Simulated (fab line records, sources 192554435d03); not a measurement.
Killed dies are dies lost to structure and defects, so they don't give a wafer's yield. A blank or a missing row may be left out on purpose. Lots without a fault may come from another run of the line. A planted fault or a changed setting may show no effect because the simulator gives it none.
fab line records | flow n5_finfet | part 2 of 2: steps 18 to 28 of 28
record lots=5 wafers=15 last_day=18
route steps=1938 shown BEOL_M0@715
lots that met no fault: from a run of the same line without faults
start_h: hours from the record's first day to the start of the lot's first wafer shown | wait_h: hours since the lot's step before | " the same as in the row above | L1.1+2: a row that stands for several wafers | - no value, or no start given | * or withheld: withheld | < > ~ a bound
route shown NAME@n: a module of which the file shows steps, and the number in the route of the first | usual: mean/standard deviation of fault-free wafers | same: alike in all rows | chamber/n: place in a boat | sites: the reading at each site | _std_site: their standard deviation | _edge_site: outer sites' mean less inner sites' | radius_mm: how far each site lies from the wafer's centre | mask NAME#n: copy n | behind: the tool/chamber that last shaped the wafer | hold: why the lot was held/for how many hours/how that ended | device: the transistor (n, p or np) that didn't switch | end of line: the same wafers' tests at the end of the route | a step without rows: its recipe alone | killed: dies lost to structure and defects at the first sort, not the wafer's yield | map: a wafer's dies, x killed, . not, _ none there
set.NAME: the setting as run; set.NAME@STEP: as run at that earlier step | model.NAME: the simulator's own value behind a step, which no gauge read
lots at some steps of the route; a table a step, a row a wafer
services: from which hour (start_h, from the record's first day; less than 0 if before it) a tool's chamber was out of use, for how many hours, and why
## steps
# step N5_BEOL_M0_SURFACE_TREAT_137
# recipe gas=Ar time_s=* ion_energy_ev=* ion_current_ma_cm2=0.5 pressure_mtorr=* ar_flow_sccm=30
# usual ar_flow_sccm=30.01/0.098 throttle_valve_pct=*
# columns lot.wafer tool chamber start_h wait_h ar_flow_sccm throttle_valve_pct
L074.1 pvd_sputter-01 - 119.51 0.1 30.02 *
L074.5 " - " " 29.85 *
L074.6 " - " " 30.16 *
L081.1 pvd_sputter-03 - 162.12 0.4 30.10 *
L081.4 " - " " 30.08 *
L081.6 " - " " 30.02 *
L085.2 pvd_sputter-01 - 187.71 0.2 30.03 *
L085.4 " - " " 30.11 *
L085.5 " - " " 29.95 *
L092.2 pvd_sputter-03 - 226.66 0.2 29.89 *
L092.4 " - " " 30.05 *
L092.5 " - " " 29.88 *
L093.1 pvd_sputter-03 - 233.28 0.6 30.01 *
L093.2 " - " " 30.10 *
L093.4 " - " " 29.91 *
# step N5_BEOL_M0_CVD_115
# recipe material=Co target_thk_a=* temp_c=withheld precursor=CCTBA/H2 pressure_torr=30 time_s=120
# columns lot.wafer tool chamber start_h wait_h
L074.1+5+6 cvd_co-01 2,1,2 119.57 0.0
L081.1+4+6 cvd_co-01 1,1,2 162.68 0.5
L085.2+4+5 cvd_co-01 2,0,1 188.00 0.3
L092.2+4+5 cvd_co-02 2,2,0 226.95 0.3
L093.1+2+4 cvd_co-02 1,2,2 233.57 0.3
# step N5_BEOL_M0_SPUTTER_116
# recipe material=Cu target_thk_a=40 temp_c=-20 chamber_pressure_pa=0.07 power_w=withheld time_s=7.37
# usual throttle_valve_pct=29.7/0.99
# columns lot.wafer tool chamber start_h wait_h throttle_valve_pct
L074.1 pvd_sputter-01 - 119.87 0.3 31.2
L074.5 " - " " 28.7
L074.6 " - " " 29.9
L081.1 pvd_sputter-03 - 162.78 0.1 31.2
L081.4 " - " " 29.3
L081.6 " - " " 30.2
L085.2 pvd_sputter-01 - 189.59 1.5 28.7
L085.4 " - " " 31.3
L085.5 " - " " 28.5
L092.2 pvd_sputter-03 - 227.18 0.2 30.1
L092.4 " - " " 31.1
L092.5 " - " " 29.6
L093.1 pvd_sputter-03 - 233.80 0.2 30.0
L093.2 " - " " 30.1
L093.4 " - " " 28.9
# step N5_BEOL_M0_ANNEAL_117
# recipe temp_c=400 time_s=60 ambient=vacuum
# usual heater_power_w=832/110
# columns lot.wafer tool chamber start_h wait_h heater_power_w
L074.1 pvd_sputter-01 - 119.95 0.0 900
L074.5 " - " " 786
L074.6 " - " " 798
L081.1 pvd_sputter-03 - 162.86 0.0 800
L081.4 " - " " 1056
L081.6 " - " " 861
L085.2 pvd_sputter-01 - 189.67 0.0 734
L085.4 " - " " 885
L085.5 " - " " 743
L092.2 pvd_sputter-03 - 227.26 0.0 841
L092.4 " - " " 785
L092.5 " - " " 700
L093.1 pvd_sputter-03 - 233.88 0.0 683
L093.2 " - " " 856
L093.4 " - " " 1068
# step N5_BEOL_M0_SPUTTER_132
# recipe material=Cu target_thk_a=40 temp_c=-20 chamber_pressure_pa=0.07 power_w=withheld time_s=7.37
# usual throttle_valve_pct=29.7/0.97
# columns lot.wafer tool chamber start_h wait_h throttle_valve_pct
L074.1 pvd_sputter-01 - 119.99 0.0 31.4
L074.5 " - " " 28.6
L074.6 " - " " 30.0
L081.1 pvd_sputter-03 - 162.90 0.0 31.1
L081.4 " - " " 29.4
L081.6 " - " " 29.9
L085.2 pvd_sputter-01 - 189.71 0.0 28.5
L085.4 " - " " 31.3
L085.5 " - " " 28.8
L092.2 pvd_sputter-03 - 227.30 0.0 29.9
L092.4 " - " " 31.4
L092.5 " - " " 29.8
L093.1 pvd_sputter-03 - 233.92 0.0 29.9
L093.2 " - " " 30.1
L093.4 " - " " 29.3
# step N5_BEOL_M0_ANNEAL_133
# recipe temp_c=400 time_s=60 ambient=vacuum
# usual heater_power_w=832/100
# columns lot.wafer tool chamber start_h wait_h heater_power_w
L074.1 pvd_sputter-01 - 120.07 0.0 887
L074.5 " - " " 795
L074.6 " - " " 803
L081.1 pvd_sputter-03 - 162.98 0.0 813
L081.4 " - " " 1102
L081.6 " - " " 838
L085.2 pvd_sputter-01 - 189.79 0.0 732
L085.4 " - " " 889
L085.5 " - " " 729
L092.2 pvd_sputter-03 - 227.38 0.0 843
L092.4 " - " " 791
L092.5 " - " " 694
L093.1 pvd_sputter-03 - 234.00 0.0 713
L093.2 " - " " 814
L093.4 " - " " 1061
# step N5_BEOL_M0_SPUTTER_134
# recipe material=Cu target_thk_a=40 temp_c=-20 chamber_pressure_pa=0.07 power_w=withheld time_s=7.37
# usual throttle_valve_pct=29.7/0.97
# columns lot.wafer tool chamber start_h wait_h throttle_valve_pct
L074.1 pvd_sputter-01 - 120.11 0.0 31.3
L074.5 " - " " 28.5
L074.6 " - " " 30.0
L081.1 pvd_sputter-03 - 163.02 0.0 31.4
L081.4 " - " " 29.0
L081.6 " - " " 30.0
L085.2 pvd_sputter-01 - 189.83 0.0 28.8
L085.4 " - " " 31.5
L085.5 " - " " 28.7
L092.2 pvd_sputter-03 - 227.42 0.0 30.0
L092.4 " - " " 31.3
L092.5 " - " " 29.7
L093.1 pvd_sputter-03 - 234.04 0.0 30.0
L093.2 " - " " 29.8
L093.4 " - " " 29.3
# step N5_BEOL_M0_ANNEAL_135
# recipe temp_c=400 time_s=60 ambient=vacuum
# usual heater_power_w=833/110
# columns lot.wafer tool chamber start_h wait_h heater_power_w
L074.1 pvd_sputter-01 - 120.19 0.0 855
L074.5 " - " " 786
L074.6 " - " " 812
L081.1 pvd_sputter-03 - 163.10 0.0 809
L081.4 " - " " 1077
L081.6 " - " " 868
L085.2 pvd_sputter-01 - 189.91 0.0 739
L085.4 " - " " 883
L085.5 " - " " 711
L092.2 pvd_sputter-03 - 227.50 0.0 855
L092.4 " - " " 788
L092.5 " - " " 683
L093.1 pvd_sputter-03 - 234.12 0.0 705
L093.2 " - " " 856
L093.4 " - " " 1087
# step N5_BEOL_M0_SPUTTER_141
# recipe material=Cu target_thk_a=40 temp_c=-20 chamber_pressure_pa=0.07 power_w=withheld time_s=7.37
# usual throttle_valve_pct=29.7/0.98
# columns lot.wafer tool chamber start_h wait_h throttle_valve_pct
L074.1 pvd_sputter-01 - 120.23 0.0 31.4
L074.5 " - " " 28.8
L074.6 " - " " 30.3
L081.1 pvd_sputter-03 - 163.14 0.0 31.3
L081.4 " - " " 29.2
L081.6 " - " " 30.1
L085.2 pvd_sputter-01 - 189.95 0.0 28.8
L085.4 " - " " 31.5
L085.5 " - " " 28.5
L092.2 pvd_sputter-03 - 227.54 0.0 30.0
L092.4 " - " " 31.3
L092.5 " - " " 30.4
L093.1 pvd_sputter-03 - 234.16 0.0 29.9
L093.2 " - " " 30.1
L093.4 " - " " 29.4
# step N5_BEOL_M0_ECD_118
# recipe material=Cu target_thk_a=3000
# columns lot.wafer tool chamber start_h wait_h
L074.1+5+6 ecd_cu-01 0,0,1 120.35 0.1
L081.1+4+6 ecd_cu-01 0,1,0 163.26 0.1
L085.2+4+5 ecd_cu-01 0 190.07 0.1
L092.2+4+5 ecd_cu-02 0 227.65 0.1
L093.1+2+4 ecd_cu-02 1,0,0 234.27 0.1
# step N5_BEOL_M0_ANNEAL_119
# recipe temp_c=225 time_s=90 ambient=N2
# usual wafer_temp_C_max=225.87/0.22
# columns lot.wafer tool chamber start_h wait_h wafer_temp_C_max
L074.1 rtp_anneal-02 0 120.43 0.1 226.48
L074.5 " 0 " " 226.20
L074.6 " 0 " " 226.19
L081.1 rtp_anneal-02 0 163.34 0.1 225.38
L081.4 " 0 " " 225.99
L081.6 " 0 " " 225.68
L085.2 rtp_anneal-02 0 190.29 0.2 225.80
L085.4 " 0 " " 226.03
L085.5 " 0 " " 226.23
L092.2 rtp_anneal-01 0 227.78 0.1 225.41
L092.4 " 0 " " 225.63
L092.5 " 0 " " 225.56
L093.1 rtp_anneal-02 0 234.35 0.1 225.87
L093.2 " 0 " " 225.93
L093.4 " 0 " " 225.49
## services
# columns tool chamber start_h hours kind
cvd_co-01 - 92.13 2.8 pm
pvd_sputter-03 - 95.43 5.3 repair
ecd_cu-01 - 104.52 2.3 repair
ald_metal-01 2 109.38 21.7 repair
rie_diel-06 0 119.41 1.3 repair
wet_bench-05 - 126.25 1.9 repair
rie_diel-03 2 127.70 2.8 repair
cvd_co-01 0 129.23 3.9 repair
rie_metal-03 - 132.29 15.6 pm
ecd_cu-01 - 132.99 14.4 repair
pvd_sputter-02 - 134.10 2.2 repair
pvd_sputter-01 - 135.91 8.5 repair
ald_metal-01 - 139.11 0.6 repair
pvd_sputter-03 - 147.37 0.7 repair
rie_metal-03 0 148.66 21.8 repair
cvd_co-02 - 161.23 4.8 repair
rie_diel-02 2 187.41 4.7 repair
rie_diel-06 2 204.99 5.7 repair
rie_diel-02 0 209.63 4.7 repair
cvd_co-02 - 209.89 6.7 repair
wet_bench-01 - 213.99 1.4 repair
rie_diel-02 2 215.22 8.0 repair
wet_bench-01 - 222.02 3.2 repair
rie_diel-03 2 232.24 9.5 repair
